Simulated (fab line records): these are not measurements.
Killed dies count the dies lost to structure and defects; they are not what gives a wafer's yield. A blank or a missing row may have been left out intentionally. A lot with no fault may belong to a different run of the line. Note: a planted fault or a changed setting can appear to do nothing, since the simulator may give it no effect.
What tool caused it?	flow nand_harc	13 lots, 39 wafers sampled, at 5 steps of a route of 1302

WHAT THE GAUGES SHOWED, per wafer
NHARC_THIN_TSV_CD_MEAS_37.
lot	measured	on	cd_nm (nm)
L303	day 24 04:55	cd_sem-01	5006.6 5004.5 5003.3
L302	day 24 23:34	cd_sem-03	4995.9 5002.9 5002.3
L304	day 24 22:47	cd_sem-01	5000.2 5003.1 5002.6
L305	day 24 14:33	cd_sem-02	5003.2 5002.2 4995.8
L306	day 24 21:14	cd_sem-02	5002.4 5007.3 5001.7
L307	day 26 00:43	cd_sem-03	4998.1 4999.4 4999.5
L308	day 26 01:47	cd_sem-02	4997.7 4999.8 5000.8
L320	day 31 19:47	cd_sem-01	4999.9 5003.8 5001.9
L323	day 33 03:46	cd_sem-02	5002.5 5003.4 5002.2
L322	day 33 09:47	cd_sem-02	5005.1 5002.9 5002.7
L324	day 33 04:55	cd_sem-01	4996.9 4998.9 4998.7
L325	day 34 02:51	cd_sem-01	4997.9 4996.9 4997.8

NHARC_END_SORT_01.
lot	measured	on	killed_at_array	killed_at_other	killed_at_periphery	killed_dies	killed_open	killed_short
L313	day 28 22:21	prober-02	671 668 674	2 0 0	4 9 3	677 677 677	2 2 3	3 1 0

TOOL THAT RAN EACH LOT (tool first, then ch and the chambers of the sampled wafers, then the start)
lot	NHARC_A_STAIRCASE_CVD_552	NHARC_THIN_TSV_ETCH_44	NHARC_THIN_TSV_ETCH_15
L303	lpcvd-01 ch 1, day 17 19:29	rie_diel-10 ch 0,2, day 23 22:00	rie_si-02 ch 2,3, day 23 22:31
L302	lpcvd-01 ch 0, day 18 04:51	rie_diel-10 ch 0,1,3, day 24 16:26	rie_si-02 ch 0,1, day 24 16:58
L304	lpcvd-01 ch 1, day 18 04:51	rie_diel-09 ch 1,2,3, day 24 15:19	rie_si-04 ch 0,1, day 24 15:55
L305	lpcvd-01 ch 0, day 18 04:51	rie_diel-10 ch 0,1,2, day 24 07:36	rie_si-06 ch 1,2,3, day 24 08:10
L306	lpcvd-02 ch 1, day 18 10:57	rie_diel-06 ch 0,3, day 24 14:07	rie_si-06 ch 0,2,3, day 24 14:42
L307	lpcvd-01 ch 0, day 19 17:36	rie_diel-09 ch 0,1,2, day 25 17:28	rie_si-06 ch 0,1,2, day 25 18:02
L308	lpcvd-01 ch 1, day 19 17:36	rie_diel-06 ch 0,1,3, day 25 18:39	rie_si-02 ch 0,1,2, day 25 19:15
L313	lpcvd-01 ch 1, day 22 02:52	-	-
L320	lpcvd-01 ch 1, day 25 08:55	rie_diel-09 ch 1,2,3, day 31 12:49	rie_si-04 ch 0,2,3, day 31 13:25
L323	lpcvd-01 ch 0, day 26 09:28	rie_diel-09 ch 2,3, day 32 20:47	rie_si-06 ch 1,3, day 32 21:22
L322	lpcvd-02 ch 1, day 26 14:51	rie_diel-09 ch 0,2,3, day 33 02:40	rie_si-06 ch 1,2,3, day 33 03:14
L324	lpcvd-02 ch 1, day 26 14:51	rie_diel-06 ch 0,1,2, day 32 21:57	rie_si-02 ch 0,1,3, day 32 22:31
L325	lpcvd-01 ch 0, day 27 08:01	rie_diel-10 ch 1,2, day 33 19:09	rie_si-02 ch 0,1,2, day 33 19:45
- NHARC_A_STAIRCASE_CVD_552: deposits SiNx, target thk 40 nm.
- NHARC_THIN_TSV_ETCH_44: etches the open film in CF4/O2, target depth 1594.2 nm, time 797.1 s.
- NHARC_THIN_TSV_ETCH_15: target depth 3000 nm, bosch target overetch cycles 2, bosch etch step 2.8 s.

WHAT THE TOOLS THEMSELVES READ (means of the sampled wafers that have a number; where no wafer has one, the mark that the record gives instead)
NHARC_A_STAIRCASE_CVD_552.
lot	tool	zone_power_centre_pct (%)
L303	lpcvd-01	10.7
L302	lpcvd-01	9.7
L304	lpcvd-01	10.4
L305	lpcvd-01	9.7
L306	lpcvd-02	9.4
L307	lpcvd-01	9.6
L308	lpcvd-01	10.5
L313	lpcvd-01	10.6
L320	lpcvd-01	10.5
L323	lpcvd-01	9.7
L322	lpcvd-02	9.4
L324	lpcvd-02	9.5
L325	lpcvd-01	9.7

NHARC_THIN_TSV_ETCH_44.
lot	tool	drypump_motor_current_A (A)	oes_product_au (a.u.)	rf_vpp_V (V)	showerhead_plenum_p_Torr (Torr)	throttle_valve_pct (%)
L303	rie_diel-10	5.4	0.992	799	1.90	16.914
L302	rie_diel-10	5.8	1.001	797	1.88	16.922
L304	rie_diel-09	6.0	1.005	792	1.79	16.910
L305	rie_diel-10	5.9	0.994	796	1.86	16.922
L306	rie_diel-06	5.2	1.011	799	1.91	16.917
L307	rie_diel-09	6.0	1.013	794	1.84	16.916
L308	rie_diel-06	5.6	1.017	800	1.92	16.910
L320	rie_diel-09	5.9	0.998	792	1.79	16.917
L323	rie_diel-09	5.6	1.001	790	1.76	16.906
L322	rie_diel-09	6.1	0.991	794	1.83	16.927
L324	rie_diel-06	5.5	0.997	799	1.91	16.919
L325	rie_diel-10	6.3	0.995	792	1.80	16.910

NHARC_THIN_TSV_ETCH_15.
lot	tool	drypump_motor_current_A (A)
L303	rie_si-02	6.0
L302	rie_si-02	5.9
L304	rie_si-04	5.3
L305	rie_si-06	5.9
L306	rie_si-06	5.7
L307	rie_si-06	5.8
L308	rie_si-02	5.8
L320	rie_si-04	5.6
L323	rie_si-06	6.2
L322	rie_si-06	5.9
L324	rie_si-02	5.9
L325	rie_si-02	5.8

THE ANSWER, worked out from the rows above alone
Rule: the lots themselves supply what counts as usual. Put in order of their means at a reading, lots are off if they are a third of the lots or fewer, leave a main group of 4 or more, and stand apart from it by a gap of 3 or more times the standard deviation of the main group's means; of several such gaps the widest counts. The tables above print the reading to a certain number of digits; a main group whose means all agree to those digits is not used. Also off: a lot with no number at a reading for which 4 or more lots have one. Any other lot the step has rows for is counted as sound. The gauges are gone through in route order, then the tools' own readings, and for those a lot's mean is taken as printed above. The first step at which some lot is off is used, and at that step the reading that is off furthest; a lot without a number counts as furthest.
Across all readings shown, no lot is off: no conclusion can be drawn from this.

WHAT THE SIMULATOR PUT IN
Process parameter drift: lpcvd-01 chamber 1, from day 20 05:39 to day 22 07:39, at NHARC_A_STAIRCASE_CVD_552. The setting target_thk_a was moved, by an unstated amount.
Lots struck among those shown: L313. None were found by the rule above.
